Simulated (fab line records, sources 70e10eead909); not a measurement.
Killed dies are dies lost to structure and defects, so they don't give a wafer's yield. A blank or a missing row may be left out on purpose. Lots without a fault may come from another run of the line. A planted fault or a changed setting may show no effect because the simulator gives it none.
Chamber matching | flow nand_harc | NHARC_A_STAIRCASE_DESCUM_219 on rie_diel-08: 4 sister chambers
The step chemistry O2, time 3 s. 4 wafers are shown with their chamber, then 7 later ones without.

WAFERS WITH THEIR CHAMBER
wafer  | chamber | showerhead_plenum_p_Torr (Torr)
L087.2 | 0       | 1.98
L086.4 | 3       | 1.84
L089.2 | 2       | 2.05
L089.3 | 1       | 1.79

WAFERS WITHOUT THEIR CHAMBER
wafer  | showerhead_plenum_p_Torr (Torr)
L089.4 | 1.84
L095.1 | 1.78
L095.4 | 1.98
L095.6 | 2.05
L097.1 | 2.05
L097.3 | 1.78
L097.4 | 1.98

WHICH CHAMBER EACH WENT THROUGH
wafer  | from the rows above | in truth
L089.4 | 3                   | 3
L095.1 | 1                   | 1
L095.4 | 0                   | 0
L095.6 | 2                   | 2
L097.1 | 2                   | 2
L097.3 | 1                   | 1
L097.4 | 0                   | 0
Placed correctly: 7 of 7. Can't be placed from these rows: 0. Placed wrongly: 0.
How it was worked out, from the rows above alone: a wafer's distance from a chamber is the root of the sum, over the readings, of the square of ((its reading less the chamber's mean) divided by the reading's scatter). The wafer belongs to the nearest chamber; if the next one is less than 2 further off, it can't be placed. A chamber's mean is the mean of its shown wafers. The scatter: with one shown wafer a chamber, the root of the mean of the squares of how far each hidden wafer lies from its nearest shown one.
